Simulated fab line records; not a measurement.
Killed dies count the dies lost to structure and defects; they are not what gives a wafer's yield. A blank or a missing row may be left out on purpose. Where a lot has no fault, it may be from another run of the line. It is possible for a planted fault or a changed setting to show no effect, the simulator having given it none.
Split-lot study || flow n5-finfet || 21 wafers read across 7 lots, on a route 1938 steps long

## ABOUT THE SPLIT
At N5_BEOL_M7_ETCH_62 (etches SOC in N2/H2, target depth 110 nm, overetch 22 nm, time 165 s), the setting source-w was moved away from the recipe's 840 W on 5 of the 21 wafers read, by -10.2% to -4.9%. For the rest of the wafers, this setting stayed at what the recipe calls for.

The split's own step is where the reading is taken.

## THE READING
rf-vpp-V, in V, at N5_BEOL_M7_ETCH_62 (etches SOC in N2/H2, target depth 110 nm, overetch 22 nm, time 165 s). Typical for fault-free wafers on this fab line: 524.1 V, with standard deviation 2.4 V.

{"wafer": "L079.2", "tool, chamber at the split": "rie-diel-06, 0", "source-w as run, W": 840, "against the recipe": "recipe", "rf-vpp-V, V": 524.1, "against lot-mates on the recipe": "-"}
{"wafer": "L079.4", "tool, chamber at the split": "rie-diel-06, 1", "source-w as run, W": 840, "against the recipe": "recipe", "rf-vpp-V, V": 527.1, "against lot-mates on the recipe": "-"}
{"wafer": "L079.5", "tool, chamber at the split": "rie-diel-06, 1", "source-w as run, W": 840, "against the recipe": "recipe", "rf-vpp-V, V": 526.7, "against lot-mates on the recipe": "-"}
{"wafer": "L082.1", "tool, chamber at the split": "rie-diel-03, 3", "source-w as run, W": 840, "against the recipe": "recipe", "rf-vpp-V, V": 524.0, "against lot-mates on the recipe": "-"}
{"wafer": "L082.2", "tool, chamber at the split": "rie-diel-03, 0", "source-w as run, W": 840, "against the recipe": "recipe", "rf-vpp-V, V": 523.2, "against lot-mates on the recipe": "-"}
{"wafer": "L082.6", "tool, chamber at the split": "rie-diel-03, 0", "source-w as run, W": 840, "against the recipe": "recipe", "rf-vpp-V, V": 524.2, "against lot-mates on the recipe": "-"}
{"wafer": "L084.2", "tool, chamber at the split": "rie-diel-03, 0", "source-w as run, W": 840, "against the recipe": "recipe", "rf-vpp-V, V": 523.8, "against lot-mates on the recipe": "-"}
{"wafer": "L084.4", "tool, chamber at the split": "rie-diel-03, 3", "source-w as run, W": 840, "against the recipe": "recipe", "rf-vpp-V, V": 522.8, "against lot-mates on the recipe": "-"}
{"wafer": "L084.6", "tool, chamber at the split": "rie-diel-03, 0", "source-w as run, W": 840, "against the recipe": "recipe", "rf-vpp-V, V": 522.0, "against lot-mates on the recipe": "-"}
{"wafer": "L086.3", "tool, chamber at the split": "rie-diel-06, 1", "source-w as run, W": 798.8, "against the recipe": "-4.9%", "rf-vpp-V, V": 534.4, "against lot-mates on the recipe": "+9.5"}
{"wafer": "L086.5", "tool, chamber at the split": "rie-diel-06, 0", "source-w as run, W": 798.8, "against the recipe": "-4.9%", "rf-vpp-V, V": 531.3, "against lot-mates on the recipe": "+6.4"}
{"wafer": "L086.6", "tool, chamber at the split": "rie-diel-06, 3", "source-w as run, W": 840, "against the recipe": "recipe", "rf-vpp-V, V": 524.9, "against lot-mates on the recipe": "-"}
{"wafer": "L087.1", "tool, chamber at the split": "rie-diel-05, 0", "source-w as run, W": 840, "against the recipe": "recipe", "rf-vpp-V, V": 520.4, "against lot-mates on the recipe": "-"}
{"wafer": "L087.2", "tool, chamber at the split": "rie-diel-05, 1", "source-w as run, W": 787.5, "against the recipe": "-6.2%", "rf-vpp-V, V": 533.8, "against lot-mates on the recipe": "+13.4"}
{"wafer": "L087.5", "tool, chamber at the split": "rie-diel-05, 3", "source-w as run, W": 787.5, "against the recipe": "-6.2%", "rf-vpp-V, V": 539.8, "against lot-mates on the recipe": "+19.4"}
{"wafer": "L088.1", "tool, chamber at the split": "rie-diel-05, 0", "source-w as run, W": 840, "against the recipe": "recipe", "rf-vpp-V, V": 522.1, "against lot-mates on the recipe": "-"}
{"wafer": "L088.3", "tool, chamber at the split": "rie-diel-05, 2", "source-w as run, W": 840, "against the recipe": "recipe", "rf-vpp-V, V": 525.4, "against lot-mates on the recipe": "-"}
{"wafer": "L088.5", "tool, chamber at the split": "rie-diel-05, 1", "source-w as run, W": 754.4, "against the recipe": "-10.2%", "rf-vpp-V, V": 543.7, "against lot-mates on the recipe": "+20.0"}
{"wafer": "L091.2", "tool, chamber at the split": "rie-diel-05, 0", "source-w as run, W": 840, "against the recipe": "recipe", "rf-vpp-V, V": 519.1, "against lot-mates on the recipe": "-"}
{"wafer": "L091.5", "tool, chamber at the split": "rie-diel-05, 2", "source-w as run, W": 840, "against the recipe": "recipe", "rf-vpp-V, V": 525.0, "against lot-mates on the recipe": "-"}
{"wafer": "L091.6", "tool, chamber at the split": "rie-diel-05, 3", "source-w as run, W": 840, "against the recipe": "recipe", "rf-vpp-V, V": 529.2, "against lot-mates on the recipe": "-"}

FIT RESULTS
A straight line over all 21 wafers: rf-vpp-V changes by -1.95 V for each +1% of source-w; r = -0.92; the points scatter about the line by 2.5 V.
The same after taking each lot's own level away (the mean of its wafers on the recipe; 21 wafers): -2.11 V for each +1%; r = -0.93; scatter 2.5 V.
On that fit, the largest move of source-w shifts the reading by 22 V.
Across the lots, their own levels run from 520.40 to 525.97 V, a range of 2.3 times the standard deviation given above.
The two slopes are in agreement: the lot-to-lot level therefore moves the slope only a little.
Check: for one of the wafers moved furthest among these (-10.2%), held out of the fit, the line's prediction against its lot-mates is +22.9 V. It came out at +20 V against them.
Tool readings at the split's step, against how far the setting was moved: rf-vpp-V r = -0.92.

## FILE'S OWN FIT
rf-vpp-V changes by -2.06 V for each +1% of source-w, r = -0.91.
